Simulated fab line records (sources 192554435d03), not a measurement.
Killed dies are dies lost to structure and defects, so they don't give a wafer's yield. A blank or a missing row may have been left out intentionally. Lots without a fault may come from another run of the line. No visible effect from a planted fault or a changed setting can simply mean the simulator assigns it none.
Chamber matching / flow n5_finfet / 4 sister chambers for N5_BEOL_M2_ALD_84 on ald_metal-01
The step deposits TaN, pulse time 2 s, purge time 3 s, co reactant purge time 2 s. 4 wafers are shown with their chamber, then 12 later ones without.

## WAFERS, EACH WITH ITS CHAMBER
wafer=L088.5; chamber=2; heater_power_w (W)=369
wafer=L091.1; chamber=3; heater_power_w (W)=346
wafer=L091.2; chamber=0; heater_power_w (W)=364
wafer=L091.3; chamber=1; heater_power_w (W)=404

## WAFERS WITHOUT THEIR CHAMBER
wafer=L089.1; heater_power_w (W)=355
wafer=L089.2; heater_power_w (W)=359
wafer=L089.3; heater_power_w (W)=399
wafer=L094.1; heater_power_w (W)=375
wafer=L094.5; heater_power_w (W)=394
wafer=L094.6; heater_power_w (W)=372
wafer=L093.1; heater_power_w (W)=377
wafer=L093.4; heater_power_w (W)=347
wafer=L093.5; heater_power_w (W)=366
wafer=L096.3; heater_power_w (W)=348
wafer=L096.4; heater_power_w (W)=380
wafer=L096.6; heater_power_w (W)=377

## WHICH CHAMBER EACH WENT THROUGH
wafer=L089.1; from the rows above=can't be placed: 0 or 3 or 2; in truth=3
wafer=L089.2; from the rows above=can't be placed: 0 or 2 or 3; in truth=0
wafer=L089.3; from the rows above=1; in truth=1
wafer=L094.1; from the rows above=can't be placed: 2 or 0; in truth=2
wafer=L094.5; from the rows above=1; in truth=1
wafer=L094.6; from the rows above=can't be placed: 2 or 0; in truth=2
wafer=L093.1; from the rows above=can't be placed: 2 or 0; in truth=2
wafer=L093.4; from the rows above=3; in truth=3
wafer=L093.5; from the rows above=can't be placed: 0 or 2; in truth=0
wafer=L096.3; from the rows above=3; in truth=3
wafer=L096.4; from the rows above=can't be placed: 2 or 0 or 1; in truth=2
wafer=L096.6; from the rows above=can't be placed: 2 or 0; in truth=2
4 of 12 placed correctly. Can't be placed from these rows: 8 (the true chamber is among the candidates in 8). Number placed wrongly: 0.
How it was worked out, from the rows above alone: a wafer's distance from a chamber is the root of the sum, over the readings, of the square of ((its reading less the chamber's mean) divided by the reading's scatter). If the next closest chamber is less than 2 further off than the closest, the wafer can't be placed; otherwise it belongs to the closest. The mean given for a chamber averages the wafers shown for that chamber. The scatter: with one shown wafer a chamber, the root of the mean of the squares of how far each hidden wafer lies from its nearest shown one.
